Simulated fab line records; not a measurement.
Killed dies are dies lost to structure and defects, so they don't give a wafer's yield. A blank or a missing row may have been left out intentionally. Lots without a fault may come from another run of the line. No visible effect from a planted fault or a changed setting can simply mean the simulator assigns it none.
fab line records	flow nand_harc
record: lots: 6	wafers: 18	last_day: 33
route steps=1302 shown A_DECK1_JOINT@541 A_ONON_D2@545 END@1302
lots with no fault: from the same line, run without faults
start_h: the number of hours between the record's first day and the start of the first shown wafer of the lot	wait_h: hours since the lot's step before	" identical to the entry in the row above	L1.1+2: one row covering several wafers at once	- no value, or no start was given	* or withheld: withheld	< > ~ a bound
route shown NAME@n: a module of which the file shows steps, and the number in the route of the first	usual: mean/standard deviation of fault-free wafers	same: alike in all rows	chamber/n: place in a boat	sites: per-site readings	_std_site: how widely they spread, as a standard deviation	_edge_site: outer sites' mean less inner sites'	radius_mm: how far each site lies from the wafer's centre	mask NAME#n: copy n	behind: tool/chamber where the wafer was last shaped	hold: why the lot was held/for how many hours/how that ended	device: whichever transistor did not switch (one of n, p or np)	end of line: at the end of the route, the tests of the same wafers	a step without rows: its recipe alone	killed: count of dies lost to structure and defects at first sort (not the wafer's yield)	map: dies across one wafer; x = killed, . = not, _ = none there
set.NAME: the setting the step ran with; set.NAME@STEP: the setting that earlier step ran with	model.NAME: the simulator's own value behind a step, which no gauge read
certain route steps with their lots: each step a table, each wafer a row
services: a tool's chamber out of use, with start hour (start_h, from the record's first day; less than 0 if before it), hours out, and reason
== steps ==
step: NHARC_A_DECK1_JOINT_SRD_15
step: NHARC_A_DECK1_JOINT_DEP_16
recipe: target_thk_a: 450	temp_c: 400	pressure_torr: 6.5	rf_w: 900	teos_flow_sccm: 161.4	flow_sccm: 2650	target_thk_nm: 45	gas: O2	material: SiO2
usual: heater_power_w: 534/65	throttle_valve_pct: 15.7/0.81
lot.wafer	tool	chamber	start_h	wait_h	heater_power_w	throttle_valve_pct
L735.2	pecvd-01	1	288.14	0.1	561	16.8
L735.6	"	0	"	"	672	16.8
L735.4	"	1	"	"	556	16.6
L734.5	pecvd-02	1	288.17	0.2	586	14.3
L734.6	"	2	"	"	538	15.2
L734.4	"	0	"	"	496	15.7
L747.3	pecvd-03	2	417.23	0.1	579	14.5
L747.5	"	1	"	"	655	15.5
L747.6	"	2	"	"	579	14.5
L748.3	pecvd-03	2	426.12	0.1	506	14.4
L748.1	"	1	"	"	600	15.0
L748.6	"	2	"	"	500	14.7
L754.2	pecvd-02	0	482.86	0.1	431	16.4
L754.4	"	0	"	"	445	16.5
L754.5	"	2	"	"	486	15.3
L756.3	pecvd-03	2	483.04	0.1	476	14.8
L756.6	"	1	"	"	656	15.1
L756.4	"	2	"	"	503	14.6
step: NHARC_A_DECK1_JOINT_THK_MEAS_17
recipe: thk_meas_gauge: ellipsometry
usual: thk_nm: 45.0/1.3
lot.wafer	tool	chamber	start_h	wait_h	thk_nm
L734.4	film_metro-01	-	288.37	0.1	46.0
L734.5	"	-	"	"	44.0
L734.6	"	-	"	"	46.3
L735.2	film_metro-02	-	288.40	0.2	43.5
L735.4	"	-	"	"	47.0
L735.6	"	-	"	"	45.3
L747.3	film_metro-02	-	417.45	0.2	46.6
L747.5	"	-	"	"	45.7
L747.6	"	-	"	"	47.6
L748.1	film_metro-01	-	426.40	0.2	41.6
L748.3	"	-	"	"	44.8
L748.6	"	-	"	"	47.1
L754.2	film_metro-01	-	483.15	0.3	43.7
L754.4	"	-	"	"	43.7
L754.5	"	-	"	"	46.6
L756.3	film_metro-01	-	483.29	0.2	45.5
L756.4	"	-	"	"	46.1
L756.6	"	-	"	"	45.6
step: NHARC_A_DECK1_JOINT_INSPECT_05
usual: raw_defect_count: 337/140
lot.wafer	tool	chamber	start_h	wait_h	raw_defect_count
L734.4	defect_inspect-01	-	288.40	0.0	304
L734.5	"	-	"	"	494
L734.6	"	-	"	"	337
L735.2	defect_inspect-02	-	288.43	0.0	251
L735.4	"	-	"	"	203
L735.6	"	-	"	"	302
L747.3	defect_inspect-01	-	417.48	0.0	339
L747.5	"	-	"	"	286
L747.6	"	-	"	"	288
L748.1	defect_inspect-02	-	426.44	0.0	366
L748.3	"	-	"	"	215
L748.6	"	-	"	"	260
L754.2	defect_inspect-02	-	483.18	0.0	251
L754.4	"	-	"	"	389
L754.5	"	-	"	"	211
L756.3	defect_inspect-02	-	483.33	0.0	454
L756.4	"	-	"	"	382
L756.6	"	-	"	"	322
step: NHARC_A_ONON_D2_DEP_00
recipe: target_thk_a: 10000	n2_flow_sccm: 2750	n2o_flow_sccm: 2000	nh3_flow_sccm: 500	sih4_flow_sccm: 210	temp_c: 400
step: NHARC_A_ONON_D2_THK_MEAS_02
recipe: thk_meas_gauge: ellipsometry
usual: thk_nm: 1002/8.9
lot.wafer	tool	chamber	start_h	wait_h	thk_nm
L734.4	film_metro-02	-	288.98	-	999
L734.5	"	-	"	"	999
L734.6	"	-	"	"	1001
L735.2	film_metro-01	-	289.01	-	1004
L735.4	"	-	"	"	1007
L735.6	"	-	"	"	1006
L747.3	film_metro-02	-	418.05	-	989
L747.5	"	-	"	"	988
L747.6	"	-	"	"	991
L748.1	film_metro-02	-	427.00	-	1001
L748.3	"	-	"	"	998
L748.6	"	-	"	"	999
L754.2	film_metro-01	-	483.76	-	999
L754.4	"	-	"	"	997
L754.5	"	-	"	"	997
L756.3	film_metro-02	-	483.90	-	1002
L756.4	"	-	"	"	1001
L756.6	"	-	"	"	1000
step: NHARC_A_ONON_D2_DEP_03
recipe: target_thk_a: 10000	n2_flow_sccm: 2750	n2o_flow_sccm: 2000	nh3_flow_sccm: 500	sih4_flow_sccm: 210	temp_c: 400
step: NHARC_A_ONON_D2_THK_MEAS_05
recipe: thk_meas_gauge: ellipsometry
usual: thk_nm: 1000/9.3
lot.wafer	tool	chamber	start_h	wait_h	thk_nm
L734.4	film_metro-01	-	289.55	-	999
L734.5	"	-	"	"	999
L734.6	"	-	"	"	1001
L735.2	film_metro-02	-	289.58	-	1015
L735.4	"	-	"	"	1015
L735.6	"	-	"	"	1016
L747.3	film_metro-01	-	418.62	-	1001
L747.5	"	-	"	"	1000
L747.6	"	-	"	"	1001
L748.1	film_metro-02	-	427.57	-	1004
L748.3	"	-	"	"	1004
L748.6	"	-	"	"	1004
L754.2	film_metro-01	-	484.32	-	986
L754.4	"	-	"	"	985
L754.5	"	-	"	"	983
L756.3	film_metro-02	-	484.46	-	1008
L756.4	"	-	"	"	1009
L756.6	"	-	"	"	1013
step: NHARC_A_ONON_D2_DEP_06
recipe: target_thk_a: 10000	n2_flow_sccm: 2750	n2o_flow_sccm: 2000	nh3_flow_sccm: 500	sih4_flow_sccm: 210	temp_c: 400
step: NHARC_A_ONON_D2_THK_MEAS_08
recipe: thk_meas_gauge: ellipsometry
usual: thk_nm: 1002/7.8
lot.wafer	tool	chamber	start_h	wait_h	thk_nm
L734.4	film_metro-02	-	290.12	-	997
L734.5	"	-	"	"	995
L734.6	"	-	"	"	996
L735.2	film_metro-01	-	290.14	-	1002
L735.4	"	-	"	"	1001
L735.6	"	-	"	"	1002
L747.3	film_metro-01	-	419.18	-	990
L747.5	"	-	"	"	988
L747.6	"	-	"	"	991
L748.1	film_metro-02	-	428.14	-	991
L748.3	"	-	"	"	989
L748.6	"	-	"	"	990
L754.2	film_metro-02	-	484.89	-	999
L754.4	"	-	"	"	999
L754.5	"	-	"	"	999
L756.3	film_metro-01	-	485.03	-	993
L756.4	"	-	"	"	993
L756.6	"	-	"	"	993
step: NHARC_A_ONON_D2_DEP_09
recipe: target_thk_a: 10000	n2_flow_sccm: 2750	n2o_flow_sccm: 2000	nh3_flow_sccm: 500	sih4_flow_sccm: 210	temp_c: 400
step: NHARC_A_ONON_D2_THK_MEAS_11
recipe: thk_meas_gauge: ellipsometry
usual: thk_nm: 1000/12
lot.wafer	tool	chamber	start_h	wait_h	thk_nm
L734.4	film_metro-02	-	290.68	-	982
L734.5	"	-	"	"	982
L734.6	"	-	"	"	981
L735.2	film_metro-01	-	290.72	-	1017
L735.4	"	-	"	"	1018
L735.6	"	-	"	"	1019
L747.3	film_metro-02	-	419.75	-	1009
L747.5	"	-	"	"	1009
L747.6	"	-	"	"	1013
L748.1	film_metro-02	-	428.70	-	979
L748.3	"	-	"	"	979
L748.6	"	-	"	"	980
L754.2	film_metro-02	-	485.45	-	1007
L754.4	"	-	"	"	1007
L754.5	"	-	"	"	1009
L756.3	film_metro-01	-	485.60	-	982
L756.4	"	-	"	"	982
L756.6	"	-	"	"	983
step: NHARC_A_ONON_D2_DEP_12
recipe: target_thk_a: 10000	n2_flow_sccm: 2750	n2o_flow_sccm: 2000	nh3_flow_sccm: 500	sih4_flow_sccm: 210	temp_c: 400
usual: n2o_flow_sccm: 1999/6
lot.wafer	tool	chamber	start_h	wait_h	n2o_flow_sccm
L735.2	pecvd_onon-04	0	290.83	0.1	2000
L735.4	"	0	"	"	2000
L735.6	"	0	"	"	1999
L734.4	pecvd_onon-01	0	290.92	0.2	2004
L734.5	"	0	"	"	1997
L734.6	"	0	"	"	2001
L747.3	pecvd_onon-04	0	419.92	0.2	2008
L747.5	"	0	"	"	2010
L747.6	"	0	"	"	2005
L748.1	pecvd_onon-04	0	428.76	0.1	1985
L748.3	"	0	"	"	1990
L748.6	"	0	"	"	1999
L754.2	pecvd_onon-01	0	485.56	0.1	2000
L754.4	"	0	"	"	2004
L754.5	"	0	"	"	1997
L756.3	pecvd_onon-04	0	485.77	0.2	1999
L756.4	"	0	"	"	1990
L756.6	"	0	"	"	1989
step: NHARC_A_ONON_D2_THK_MEAS_14
recipe: thk_meas_gauge: ellipsometry
usual: thk_nm: 1000/9.5
lot.wafer	tool	chamber	start_h	wait_h	thk_nm
L734.4	film_metro-01	-	291.25	-	1003
L734.5	"	-	"	"	1001
L734.6	"	-	"	"	1001
L735.2	film_metro-02	-	291.28	-	1022
L735.4	"	-	"	"	1022
L735.6	"	-	"	"	1023
L747.3	film_metro-02	-	420.32	-	1585
L747.5	"	-	"	"	1586
L747.6	"	-	"	"	1586
L748.1	film_metro-02	-	429.27	-	1593
L748.3	"	-	"	"	1595
L748.6	"	-	"	"	1596
L754.2	film_metro-01	-	486.01	-	985
L754.4	"	-	"	"	984
L754.5	"	-	"	"	984
L756.3	film_metro-02	-	486.16	-	997
L756.4	"	-	"	"	1000
L756.6	"	-	"	"	999
step: NHARC_A_ONON_D2_ANNEAL_15
recipe: temp_c: 750	time_s: 3600
step: NHARC_END_SORT_01
recipe: temp_c: 25
usual: killed_at_array: 61/23	killed_at_other: 1.3/1.4	killed_at_periphery: 4.0/2.6	killed_dies: 66/22	killed_open: 3.4/1.8	killed_short: 2.3/1.4
same: gross_dies: 677
lot.wafer	tool	chamber	start_h	wait_h	killed_at_array	killed_at_other	killed_at_periphery	killed_dies	killed_open	killed_short
L747.3	prober-02	0	695.75	3.1	667	0	10	677	4	7
L747.5	prober-02	0	697.34	3.7	669	2	6	677	4	0
L747.6	prober-02	0	698.13	4.0	670	0	7	677	5	1
L748.1	prober-01	0	722.66	2.5	676	0	1	677	3	0
L748.3	prober-01	0	724.26	3.1	673	0	4	677	3	0
L748.6	prober-01	0	726.66	4.0	673	0	4	677	4	1
killed by level:class
L747.3 A_ONON_D2:area_dep=601 A_CHANNEL_HOLE_D1:chamber_film_flake=34 A_STAIRCASE:chamber_film_flake=10 P_ZERO_WELL:chamber_film_flake=4 A_CHANNEL_FILL_D2:chamber_film_flake=4 A_CONTACT:chamber_film_flake=4 P_GATE:chamber_film_flake=3 A_CHANNEL_FILL_D2:geometric_particle:short=2
L747.5 A_ONON_D2:area_dep=619 A_CHANNEL_HOLE_D1:chamber_film_flake=29 A_STAIRCASE:chamber_film_flake=6 P_ZERO_WELL:chamber_film_flake=4 A_ZERO_WELL:chamber_film_flake=4 A_SLIT:chamber_film_flake=3 A_CHANNEL_HOLE_D2:chamber_film_flake=2 A_BONDPAD:chamber_film_flake=2
L747.6 A_ONON_D2:area_dep=609 A_CHANNEL_HOLE_D1:chamber_film_flake=38 A_SLIT:chamber_film_flake=6 A_STAIRCASE:chamber_film_flake=5 P_ZERO_WELL:chamber_film_flake=3 A_CHANNEL_FILL_D2:geometric_particle:open=2 A_WL_FILL:geometric_particle:open=2 P_GATE:chamber_film_flake=2
L748.1 A_ONON_D2:area_dep=594 A_CHANNEL_HOLE_D1:chamber_film_flake=38 A_CHANNEL_HOLE_D2:chamber_film_flake=30 A_CONTACT:chamber_film_flake=6 A_STAIRCASE:chamber_film_flake=2 A_SLIT:chamber_film_flake=2 A_DECK1_JOINT:geometric_particle:open=1 A_CONTACT:geometric_particle:open=1
L748.3 A_ONON_D2:area_dep=597 A_CHANNEL_HOLE_D1:chamber_film_flake=41 A_CHANNEL_HOLE_D2:chamber_film_flake=22 A_STAIRCASE:chamber_film_flake=5 A_SLIT:chamber_film_flake=4 P_M0:geometric_particle:open=2 A_BLC:geometric_particle:open=1 P_ZERO_WELL:chamber_film_flake=1
L748.6 A_ONON_D2:area_dep=604 A_CHANNEL_HOLE_D1:chamber_film_flake=33 A_CHANNEL_HOLE_D2:chamber_film_flake=24 A_SLIT:chamber_film_flake=3 P_STI:chamber_film_flake=2 A_CONTACT:chamber_film_flake=2 P_GATE:geometric_particle:open=1 A_CHANNEL_FILL_D1:geometric_particle:open=1
map L747.3 (x killed, . not)
____________x____________
_________xxxxxxx_________
_______xxxxxxxxxxx_______
______xxxxxxxxxxxxx______
_____xxxxxxxxxxxxxxx_____
____xxxxxxxxxxxxxxxxx____
____xxxxxxxxxxxxxxxxx____
___xxxxxxxxxxxxxxxxxxx___
___xxxxxxxxxxxxxxxxxxx___
__xxxxxxxxxxxxxxxxxxxxx__
__xxxxxxxxxxxxxxxxxxxxx__
_xxxxxxxxxxxxxxxxxxxxxxx_
_xxxxxxxxxxxxxxxxxxxxxxx_
_xxxxxxxxxxxxxxxxxxxxxxx_
_xxxxxxxxxxxxxxxxxxxxxxx_
_xxxxxxxxxxxxxxxxxxxxxxx_
xxxxxxxxxxxxxxxxxxxxxxxxx
xxxxxxxxxxxxxxxxxxxxxxxxx
xxxxxxxxxxxxxxxxxxxxxxxxx
xxxxxxxxxxxxxxxxxxxxxxxxx
xxxxxxxxxxxxxxxxxxxxxxxxx
_xxxxxxxxxxxxxxxxxxxxxxx_
_xxxxxxxxxxxxxxxxxxxxxxx_
_xxxxxxxxxxxxxxxxxxxxxxx_
_xxxxxxxxxxxxxxxxxxxxxxx_
_xxxxxxxxxxxxxxxxxxxxxxx_
__xxxxxxxxxxxxxxxxxxxxx__
__xxxxxxxxxxxxxxxxxxxxx__
___xxxxxxxxxxxxxxxxxxx___
___xxxxxxxxxxxxxxxxxxx___
____xxxxxxxxxxxxxxxxx____
____xxxxxxxxxxxxxxxxx____
_____xxxxxxxxxxxxxxx_____
______xxxxxxxxxxxxx______
_______xxxxxxxxxxx_______
_________xxxxxxx_________
____________x____________
map L748.1 (x killed, . not)
____________x____________
_________xxxxxxx_________
_______xxxxxxxxxxx_______
______xxxxxxxxxxxxx______
_____xxxxxxxxxxxxxxx_____
____xxxxxxxxxxxxxxxxx____
____xxxxxxxxxxxxxxxxx____
___xxxxxxxxxxxxxxxxxxx___
___xxxxxxxxxxxxxxxxxxx___
__xxxxxxxxxxxxxxxxxxxxx__
__xxxxxxxxxxxxxxxxxxxxx__
_xxxxxxxxxxxxxxxxxxxxxxx_
_xxxxxxxxxxxxxxxxxxxxxxx_
_xxxxxxxxxxxxxxxxxxxxxxx_
_xxxxxxxxxxxxxxxxxxxxxxx_
_xxxxxxxxxxxxxxxxxxxxxxx_
xxxxxxxxxxxxxxxxxxxxxxxxx
xxxxxxxxxxxxxxxxxxxxxxxxx
xxxxxxxxxxxxxxxxxxxxxxxxx
xxxxxxxxxxxxxxxxxxxxxxxxx
xxxxxxxxxxxxxxxxxxxxxxxxx
_xxxxxxxxxxxxxxxxxxxxxxx_
_xxxxxxxxxxxxxxxxxxxxxxx_
_xxxxxxxxxxxxxxxxxxxxxxx_
_xxxxxxxxxxxxxxxxxxxxxxx_
_xxxxxxxxxxxxxxxxxxxxxxx_
__xxxxxxxxxxxxxxxxxxxxx__
__xxxxxxxxxxxxxxxxxxxxx__
___xxxxxxxxxxxxxxxxxxx___
___xxxxxxxxxxxxxxxxxxx___
____xxxxxxxxxxxxxxxxx____
____xxxxxxxxxxxxxxxxx____
_____xxxxxxxxxxxxxxx_____
______xxxxxxxxxxxxx______
_______xxxxxxxxxxx_______
_________xxxxxxx_________
____________x____________
== services ==
tool	chamber	start_h	hours	kind
pecvd_onon-01	-	269.13	13.0	pm
pecvd-03	-	307.94	1.1	repair
pecvd-01	-	311.00	13.0	pm
pecvd_onon-04	-	311.10	13.0	pm
pecvd_onon-01	-	322.46	3.8	repair
pecvd-01	0	360.72	1.7	repair
pecvd-02	-	361.38	0.6	repair
pecvd-03	-	366.11	13.0	pm
pecvd-03	0	366.11	13.0	vent_cycle
pecvd-03	1	366.11	13.0	vent_cycle
pecvd-03	2	366.11	13.0	vent_cycle
pecvd-03	0	379.11	-	clean
pecvd-03	1	379.11	-	clean
pecvd-03	2	379.11	-	clean
pecvd-02	-	408.11	13.0	pm
pecvd-02	0	408.11	13.0	vent_cycle
pecvd-02	1	408.11	13.0	vent_cycle
pecvd-02	2	408.11	13.0	vent_cycle
pecvd-02	0	421.11	-	clean
pecvd-02	1	421.11	-	clean
pecvd-02	2	421.11	-	clean
pecvd-03	0	439.79	4.7	repair
pecvd_onon-01	-	450.13	13.0	pm
pecvd-01	-	459.89	0.6	repair
== key ==
first_sign: step: NHARC_A_ONON_D2_THK_MEAS_14	reading: thk_nm	direction: up	sigmas: 62	usual: 1000	struck: 1590
effect: step: NHARC_END_SORT_01	reading: killed_dies	direction: up	sigmas: 27	usual: 66	struck: 677
more_kills_born_at: NHARC_A_ONON_D2_DEP_12@pecvd_onon-04: 3624
met_at NHARC_A_ONON_D2_DEP_12
struck_wafers L747.3,L747.5,L747.6,L748.1,L748.3,L748.6
later_rows_left_out L747.3,L747.5,L747.6,L748.1,L748.3,L748.6
tester_left_out L747,L748
onset_between 290.83 419.92
fault: kind: process_parameter_drift	tool: pecvd_onon-04	chamber: 0	onset_h: 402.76	steps: NHARC_A_ONON_D2_DEP_12	channel: target_thk_a	offset: *	shape: step	end_h: 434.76	acts_in: *	stated: *
tester_left_out: of these lots the tester's yield and bins aren't shown, on N5 and GAA mostly nor the transistor test; their killed dies are dies lost to structure and defects alone, not to doping, threshold or leakage, so they don't give the yield
later_rows_left_out: the simulator's readings of these wafers behind a module that went badly wrong aren't trusted and aren't shown, but for the sort
